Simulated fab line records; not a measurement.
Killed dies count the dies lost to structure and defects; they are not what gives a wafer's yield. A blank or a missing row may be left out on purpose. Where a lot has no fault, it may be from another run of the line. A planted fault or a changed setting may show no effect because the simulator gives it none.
Comparing a struck lot with a sound one    flow nand-harc    41 steps out of a route of 1302
Sound: these wafers, L705.3, L705.5, L705.6. Struck: wafer L714.4 (L714.1, L714.2, from the same lot, were not struck and are left out); the cause is given at the end.
Order at every step that has rows: each side's tool, ch and its chambers, its first start. Under that, the readings that differ: sound wafers    struck wafers    difference of the means    sigmas: that difference in standard deviations of wafers without a fault.
alike: same words and numbers on both sides, and readings whose means sit less than 2 such deviations apart. not compared: any withheld reading, any reading some wafer has no value for, any bound like >300 that may hide the same value, and any number with overlapping values for which the record gives no deviation.
A row with sigmas, a row that says differs or no value, or rows on one side alone: a step with any of these is where the two part. When numbers do not overlap yet have no deviation, they are printed without sigmas and do not part them. A reading missing from all wafers of one side parts the sides only when that side holds two or more wafers.

first, 4 steps without rows for these wafers: NHARC_A_STAIRCASE_EXPOSE_247 (exposes mask SDS 1); NHARC_A_STAIRCASE_PEB_248 (peb time 130 s); NHARC_A_STAIRCASE_DEVELOP_249 (time 140 s); NHARC_A_STAIRCASE_HARDBAKE_251 (time 140 s).
NHARC_A_STAIRCASE_DESCUM_252: chemistry O2, time 3 s.
  sound on rie-diel-03 ch 0,2,3, day 18 18:48; struck on rie-diel-03 ch 3, day 22 10:05
reading       sound           struck  difference  sigmas
rf-vpp-V (V)  56.9 56.4 58.0  59.0    +1.9        +2
  alike: drypump-motor-current-A, oes-product-au, showerhead-plenum-p-Torr, throttle-valve-pct
  not compared: rf-hours-counter-h
NHARC_A_STAIRCASE_ETCH_253: etches the open film in C4F8/O2, target depth 50 nm, time 20.2 s.
  sound on rie-diel-03 ch 1,2,3, day 18 18:53; struck on rie-diel-03 ch 2, day 22 10:10
  alike: oes-product-au, rf-vpp-V
  not compared: rf-hours-counter-h
then, 5 steps without rows for these wafers: NHARC_A_STAIRCASE_STRIP_254 (strips in O2); NHARC_A_STAIRCASE_STRIP_255 (strips in SPM, time 900 s); NHARC_A_STAIRCASE_PRECLEAN_256 (cleans in SC1); NHARC_A_STAIRCASE_SRD_257; NHARC_A_STAIRCASE_HM_DEP_456 (deposits aC, target thk 3100 nm).
NHARC_A_STAIRCASE_DEP_259: deposits SiON, target thk 30 nm.
  sound on pecvd-03 ch 0,1, day 19 05:14; struck on pecvd-03 ch 2, day 22 12:57
  alike: heater-power-w
then, 11 steps without rows for these wafers: NHARC_A_STAIRCASE_DEHYDRATE_260 (time 120 s); NHARC_A_STAIRCASE_HMDS_261 (time 30 s); NHARC_A_STAIRCASE_COAT_262; NHARC_A_STAIRCASE_SOFTBAKE_263 (time 170 s); NHARC_A_STAIRCASE_EBR_264; NHARC_A_STAIRCASE_EXPOSE_265 (exposes mask CHOP 200); NHARC_A_STAIRCASE_PEB_266 (peb time 130 s); NHARC_A_STAIRCASE_DEVELOP_267 (time 140 s); NHARC_A_STAIRCASE_HARDBAKE_269 (time 140 s); NHARC_A_STAIRCASE_DESCUM_270 (chemistry O2, time 3 s); NHARC_A_STAIRCASE_ETCH_271 (etches the open film in CF4/CHF3).
NHARC_A_STAIRCASE_HM_OPEN_457: chemistry O2/COS.
  sound on rie-diel-13 ch 0,2,3; struck on rie-diel-03 ch 0
  alike: cos-flow-sccm, drypump-motor-current-A, oes-product-au, rf-vpp-V, showerhead-plenum-p-Torr, throttle-valve-pct
  not compared: rf-hours-counter-h
then, 2 steps without rows for these wafers: NHARC_A_STAIRCASE_STRIP_458 (strips in O2/COS); NHARC_A_STAIRCASE_ETCH_451 (etches the open film in CF4/O2, target depth 30 nm, overetch 3 nm, time 16.5 s).
NHARC_A_STAIRCASE_ETCH_273: etches the open film in C4F8/O2/Ar, target depth 10200 nm, time 2468.6 s.
  sound on rie-diel-13 ch 0,1,3; struck on rie-diel-03 ch 1
  alike: oes-product-au, rf-vpp-V
  not compared: rf-hours-counter-h
then, 5 steps without rows for these wafers: NHARC_A_STAIRCASE_STRIP_274 (strips in O2); NHARC_A_STAIRCASE_STRIP_275 (strips in SPM, time 900 s); NHARC_A_STAIRCASE_PRECLEAN_276 (cleans in SC1); NHARC_A_STAIRCASE_SRD_277; NHARC_A_STAIRCASE_HM_DEP_459 (deposits aC, target thk 1500 nm).
NHARC_A_STAIRCASE_DEP_280: deposits SiON, target thk 30 nm.
  sound on pecvd-03 ch 1,2, day 19 17:31; struck on pecvd-03 ch 0, day 22 21:12
  alike: heater-power-w
then, 6 steps without rows for these wafers: NHARC_A_STAIRCASE_DEHYDRATE_281 (time 120 s); NHARC_A_STAIRCASE_HMDS_282 (time 30 s); NHARC_A_STAIRCASE_COAT_283; NHARC_A_STAIRCASE_SOFTBAKE_284 (time 170 s); NHARC_A_STAIRCASE_EBR_285; NHARC_A_STAIRCASE_EXPOSE_286 (exposes mask CHOP 100).
-- here the record skips 2 days between the struck wafers' starts before and after, leaving off in module A_STAIRCASE and picking up in module A_SGD_CUT (first step shown: number 904 of the route) --
NHARC_A_SGD_CUT_DESCUM_14: chemistry O2, time 3 s.
  sound on rie-diel-06 ch 1,2,3, day 22 11:49; struck on rie-diel-06 ch 0, day 25 06:52
reading                          sound           struck                    difference                    sigmas
hold                             - - -           await-dispo/2.2h/release  no value on the sound wafers  
showerhead-plenum-p-Torr (Torr)  2.02 2.01 2.01  1.83                      -0.18                         -3
  alike: drypump-motor-current-A, oes-product-au, rf-vpp-V, throttle-valve-pct
  not compared: rf-hours-counter-h
-- record jumps: 5 days between struck wafers' starts before vs after; left off in module A_SGD_CUT, resumes in module END, first step shown is number 1302 of the route --
NHARC_END_SORT_01:
  only the struck wafers appear in the record here, on prober-02 ch 0 at day 30 13:34; the sound ones have no rows

== WHERE THEY PART ==
At NHARC_A_STAIRCASE_DESCUM_252 first; at NHARC_END_SORT_01 last (within this record only).

WHY: the cause the simulator had injected
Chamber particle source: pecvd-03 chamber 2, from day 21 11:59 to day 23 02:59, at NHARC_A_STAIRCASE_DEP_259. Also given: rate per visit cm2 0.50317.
